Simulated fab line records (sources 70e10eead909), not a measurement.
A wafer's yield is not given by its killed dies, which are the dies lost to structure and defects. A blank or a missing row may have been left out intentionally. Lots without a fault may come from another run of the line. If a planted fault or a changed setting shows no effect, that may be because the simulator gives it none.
Comparing a struck lot with a sound one + flow nand harc + 24 steps out of a route of 1159
Sound: wafers L759.1, L759.2, L759.3. Struck: wafers L770.3, L770.6 (left out: L770.2, a lot-mate that was not struck); the cause follows at the end.
Per side, at each step with rows, come the tool, then ch with its chambers, and then its first start. Under that, the readings that differ: sound wafers + struck wafers + difference of the means + sigmas: that difference in standard deviations of wafers without a fault.
alike: a reading whose means differ by less than 2 such deviations, as well as words and numbers matching on both sides. not compared: withheld readings; readings where some wafer has no value; bounds like >300 that might hide an equal value; numbers whose values overlap and for which the record gives no deviation.
Wherever a step has rows on one side only, a row that says differs or no value, or a row with sigmas, the two part there. Numbers that don't overlap but have no deviation are shown without sigmas and don't part them. A reading that every wafer of one side lacks parts them only if that side has two wafers or more.

first, 1 step without rows for these wafers: NHARC_A_WL_FILL_SRD_14.
NHARC_A_WL_FILL_ALD_19: deposits TiN, target thk 2 nm, pulse time 3 s, ald cycles 100.
  sound on ald metal-02 ch 1,2,3, day 15 19:07; struck on ald metal-02 ch 1,3, day 19 10:52
  alike: heater power w, precursor pulse height rel
NHARC_A_WL_FILL_CVD_20: deposits W, target thk 75 nm, time 5064 s.
  sound on cvd w-02 ch 0,1; struck on cvd w-02 ch 0,1
  alike: heater power w, mfc wf6 sccm, throttle valve pct
NHARC_A_WL_FILL_CMP_12: polishes, t overpolish 30 s, target thk 75 nm.
  sound on cmp-01 ch 0,1,2, day 16 00:19; struck on cmp-04 ch 0,3, day 19 16:07
  alike: motor current A, overpolish run s, retaining ring pressure frac, time to endpoint s
following that, these wafers have no rows for 1 step: NHARC_A_WL_FILL_SRD_31.
NHARC_A_WL_FILL_INSPECT_15:
  sound: defect inspect-01 at day 16 00:47; struck: defect inspect-02 at day 19 16:32
  alike: raw defect count
NHARC_A_CONTACT_DEP_24: deposits SiO2, target thk 500 nm.
  sound on pecvd-03 ch 0,1,2, day 16 00:51; struck on pecvd-03 ch 0,2, day 19 16:40
  alike: heater power w, mfc precursor sccm, rf fwd power W, throttle valve pct
then, 1 step without rows for these wafers: NHARC_A_CONTACT_DEP_28 (deposits aC, target thk 3600 nm).
NHARC_A_CONTACT_DEP_29: deposits SiON, target thk 70 nm.
  sound on pecvd-04 ch 0,1,2, day 16 04:33; struck on pecvd-04 ch 1, day 19 19:42
  alike: heater power w, rf fwd power W
then, 10 steps without rows for these wafers: NHARC_A_CONTACT_DEHYDRATE_32 (time 120 s); NHARC_A_CONTACT_HMDS_33 (time 30 s); NHARC_A_CONTACT_COAT_34 (time 75 s); NHARC_A_CONTACT_COAT_35 (time 65 s); NHARC_A_CONTACT_COAT_36 (resist thk 90 nm); NHARC_A_CONTACT_SOFTBAKE_37 (time 55 s); NHARC_A_CONTACT_EBR_38; NHARC_A_CONTACT_EXPOSE_39 (exposes mask A CC 3); NHARC_A_CONTACT_PEB_40 (peb time 65 s); NHARC_A_CONTACT_DEVELOP_41 (develop time 35 s).
NHARC_A_CONTACT_CD_MEAS_42: target cd 200 nm.
  sound on cd sem-02 ch 0, day 16 05:16; struck on cd sem-02 ch 0, day 19 20:26
  alike: cd nm
NHARC_A_CONTACT_OVL_MEAS_43:
  sound: overlay-02 at day 16 05:22; struck: overlay-01 at day 19 20:31
  alike: overlay x nm, overlay y nm
NHARC_A_CONTACT_INSPECT_44:
  sound: defect inspect-02 at day 16 05:24; struck: defect inspect-01 at day 19 20:33
| reading          | sound    | struck    | difference | sigmas |
|------------------|----------|-----------|------------|--------|
| raw defect count | 13 14 13 | 1185 1177 | +1168      | +73    |
NHARC_A_CONTACT_DESCUM_47: chemistry O2, time 3 s.
  sound on rie diel-09 ch 0,2,3, day 16 05:28; struck on rie diel-09 ch 2,3, day 19 20:37
  alike: drypump motor current A, oes product au, rf vpp V, showerhead plenum p Torr, throttle valve pct
  not compared: rf hours counter h
-- the record jumps here: 3 days lie between the struck wafers' starts before and after (it left off in module A_CONTACT and takes up again in module END, whose first step shown is number 1159 of the route) --
NHARC_END_SORT_01:
  at this point the record logs the struck wafers (prober-01 ch 0, day 22 23:25) and has no rows for the sound ones

## WHERE THEY PART
Last at NHARC_END_SORT_01 as far as this record goes, first at NHARC_A_CONTACT_INSPECT_44.

WHY: what the simulator had put in
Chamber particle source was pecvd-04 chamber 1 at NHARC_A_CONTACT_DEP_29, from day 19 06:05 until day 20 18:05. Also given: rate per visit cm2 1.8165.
